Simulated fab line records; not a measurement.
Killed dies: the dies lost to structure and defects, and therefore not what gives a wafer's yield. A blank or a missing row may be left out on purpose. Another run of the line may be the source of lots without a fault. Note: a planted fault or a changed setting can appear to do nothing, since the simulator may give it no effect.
Tool commonality check / flow nand-harc / 13 lots and 45 wafers in the sample

THE REASON FOR OPENING IT
Flagged at NHARC_A_ONON_D2_THK_MEAS_11: reading thk-nm, on 2 of 13 lots. Fault-free wafers read 1002 nm, with a standard deviation of 7.9.
Rule: a lot gets a flag if all its wafers with a number sit over 4 standard deviations from that mean, or if no wafer of it has a number. As for the other lots, they are considered sound.

lot=L149; measured=day 12 14:04; on=film-metro-02; thk-nm (nm), wafer by wafer=1003 1000 1000; flag=
lot=L150; measured=day 12 19:42; on=film-metro-01; thk-nm (nm), wafer by wafer=1012 1012 1012; flag=
lot=L151; measured=day 13 15:19; on=film-metro-02; thk-nm (nm), wafer by wafer=1008 1008 1006; flag=
lot=L153; measured=day 14 13:19; on=film-metro-02; thk-nm (nm), wafer by wafer=998 998 998; flag=
lot=L155; measured=day 15 04:21; on=film-metro-02; thk-nm (nm), wafer by wafer=999 999 997; flag=
lot=L157; measured=day 15 17:43; on=film-metro-01; thk-nm (nm), wafer by wafer=1457 1454 1453 1454 1452 1455; flag=FLAGGED
lot=L158; measured=day 16 04:28; on=film-metro-01; thk-nm (nm), wafer by wafer=1008 1009 1008; flag=
lot=L159; measured=day 16 20:07; on=film-metro-01; thk-nm (nm), wafer by wafer=1468 1467 1467 1466 1467 1468; flag=FLAGGED
lot=L163; measured=day 18 12:09; on=film-metro-02; thk-nm (nm), wafer by wafer=1007 1008 1007; flag=
lot=L166; measured=day 19 11:38; on=film-metro-01; thk-nm (nm), wafer by wafer=1011 1010 1009; flag=
lot=L167; measured=day 19 22:16; on=film-metro-01; thk-nm (nm), wafer by wafer=990 989 992; flag=
lot=L168; measured=day 20 14:36; on=film-metro-01; thk-nm (nm), wafer by wafer=999 1000 1001; flag=
lot=L170; measured=day 21 03:41; on=film-metro-01; thk-nm (nm), wafer by wafer=999 1002 1001; flag=
Average over the flagged lots: 1461 nm; offset from the usual +459 nm, equal to +58 standard deviations.

WHICH TOOL EACH LOT WENT THROUGH
2 process steps preceding the reading are held in the record, out of 1302 steps in the route. In each cell: the tool, then ch and the chambers that the sampled wafers went through, then the start.
lot=L149; flag=; NHARC_A_DECK1_JOINT_ETCHBACK_07=rie-si-03 ch 0,1,2, day 10 21:54; NHARC_A_ONON_D2_DEP_09=pecvd-onon-02 ch 0, day 12 13:37
lot=L150; flag=; NHARC_A_DECK1_JOINT_ETCHBACK_07=rie-si-05 ch 0,2,3, day 11 06:16; NHARC_A_ONON_D2_DEP_09=pecvd-onon-03 ch 0, day 12 19:11
lot=L151; flag=; NHARC_A_DECK1_JOINT_ETCHBACK_07=rie-si-01 ch 1,2,3, day 12 01:58; NHARC_A_ONON_D2_DEP_09=pecvd-onon-02 ch 0, day 13 14:52
lot=L153; flag=; NHARC_A_DECK1_JOINT_ETCHBACK_07=rie-si-01 ch 1,2, day 12 20:19; NHARC_A_ONON_D2_DEP_09=pecvd-onon-02 ch 0, day 14 12:58
lot=L155; flag=; NHARC_A_DECK1_JOINT_ETCHBACK_07=rie-si-03 ch 0,3, day 13 08:47; NHARC_A_ONON_D2_DEP_09=pecvd-onon-02 ch 0, day 15 03:56
lot=L157; flag=FLAGGED; NHARC_A_DECK1_JOINT_ETCHBACK_07=rie-si-05 ch 0,1,2, day 14 03:56; NHARC_A_ONON_D2_DEP_09=pecvd-onon-02 ch 0, day 15 17:16
lot=L158; flag=; NHARC_A_DECK1_JOINT_ETCHBACK_07=rie-si-05 ch 0,2, day 14 17:23; NHARC_A_ONON_D2_DEP_09=pecvd-onon-04 ch 0, day 16 04:01
lot=L159; flag=FLAGGED; NHARC_A_DECK1_JOINT_ETCHBACK_07=rie-si-05 ch 1,2,3, day 15 04:11; NHARC_A_ONON_D2_DEP_09=pecvd-onon-02 ch 0, day 16 19:37
lot=L163; flag=; NHARC_A_DECK1_JOINT_ETCHBACK_07=rie-si-01 ch 0,3, day 16 19:43; NHARC_A_ONON_D2_DEP_09=pecvd-onon-04 ch 0, day 18 11:42
lot=L166; flag=; NHARC_A_DECK1_JOINT_ETCHBACK_07=rie-si-03 ch 1,3, day 18 00:02; NHARC_A_ONON_D2_DEP_09=pecvd-onon-04 ch 0, day 19 11:05
lot=L167; flag=; NHARC_A_DECK1_JOINT_ETCHBACK_07=rie-si-03 ch 0,1,2, day 18 03:43; NHARC_A_ONON_D2_DEP_09=pecvd-onon-02 ch 0, day 19 21:45
lot=L168; flag=; NHARC_A_DECK1_JOINT_ETCHBACK_07=rie-si-05 ch 1,2,3, day 18 14:00; NHARC_A_ONON_D2_DEP_09=pecvd-onon-02 ch 0, day 20 14:13
lot=L170; flag=; NHARC_A_DECK1_JOINT_ETCHBACK_07=rie-si-03 ch 2,3, day 19 11:32; NHARC_A_ONON_D2_DEP_09=pecvd-onon-02 ch 0, day 21 03:20
What the steps here do:
- NHARC_A_DECK1_JOINT_ETCHBACK_07: etches the open film in HBr, target depth 105 nm, time 26.9 s.
- NHARC_A_ONON_D2_DEP_09: target thk 1000 nm.
- NHARC_A_ONON_D2_THK_MEAS_11: measures by ellipsometry.

FLAGGED OVER TOTAL, TOOL BY TOOL (the gauges that took the reading come last)
step=NHARC_A_DECK1_JOINT_ETCHBACK_07; tool=rie-si-01; lots run=3; flagged=0; share of the flagged lots=none; sound lots run after its first flagged lot=-
step=NHARC_A_DECK1_JOINT_ETCHBACK_07; tool=rie-si-03; lots run=5; flagged=0; share of the flagged lots=none; sound lots run after its first flagged lot=-
step=NHARC_A_DECK1_JOINT_ETCHBACK_07; tool=rie-si-05; lots run=5; flagged=2; share of the flagged lots=all; sound lots run after its first flagged lot=2 (L158,L168)
step=NHARC_A_ONON_D2_DEP_09; tool=pecvd-onon-02; lots run=9; flagged=2; share of the flagged lots=all; sound lots run after its first flagged lot=3 (L167,L168,L170)
step=NHARC_A_ONON_D2_DEP_09; tool=pecvd-onon-03; lots run=1; flagged=0; share of the flagged lots=none; sound lots run after its first flagged lot=-
step=NHARC_A_ONON_D2_DEP_09; tool=pecvd-onon-04; lots run=3; flagged=0; share of the flagged lots=none; sound lots run after its first flagged lot=-
step=NHARC_A_ONON_D2_THK_MEAS_11; tool=film-metro-01; lots run=8; flagged=2; share of the flagged lots=all; sound lots run after its first flagged lot=5 (L158,L166,L167,L168,L170)
step=NHARC_A_ONON_D2_THK_MEAS_11; tool=film-metro-02; lots run=5; flagged=0; share of the flagged lots=none; sound lots run after its first flagged lot=-

WHAT IS ALLOWED BY THE TABLE
3 rows of the table ran every flagged lot: rie-si-05 at NHARC_A_DECK1_JOINT_ETCHBACK_07, pecvd-onon-02 at NHARC_A_ONON_D2_DEP_09, film-metro-01 at NHARC_A_ONON_D2_THK_MEAS_11.
- rie-si-05 at NHARC_A_DECK1_JOINT_ETCHBACK_07 ran 5 lots, 2 of them flagged. Sound lots ran on it after the first flagged one (L158, L168), which a lasting fault on the whole tool wouldn't allow.
- pecvd-onon-02 at NHARC_A_ONON_D2_DEP_09 ran 9 lots, 2 of them flagged. Sound lots ran on it after the first flagged one (L167, L168, L170), which a lasting fault on the whole tool wouldn't allow.
- film-metro-01 at NHARC_A_ONON_D2_THK_MEAS_11 ran 8 lots, 2 of them flagged. Sound lots ran on it after the first flagged one (L158, L166, L167, L168, L170), which a lasting fault on the whole tool wouldn't allow.
No row of the table ran every flagged lot and no sound lot after the first.

WHAT THE SIMULATOR PUT IN
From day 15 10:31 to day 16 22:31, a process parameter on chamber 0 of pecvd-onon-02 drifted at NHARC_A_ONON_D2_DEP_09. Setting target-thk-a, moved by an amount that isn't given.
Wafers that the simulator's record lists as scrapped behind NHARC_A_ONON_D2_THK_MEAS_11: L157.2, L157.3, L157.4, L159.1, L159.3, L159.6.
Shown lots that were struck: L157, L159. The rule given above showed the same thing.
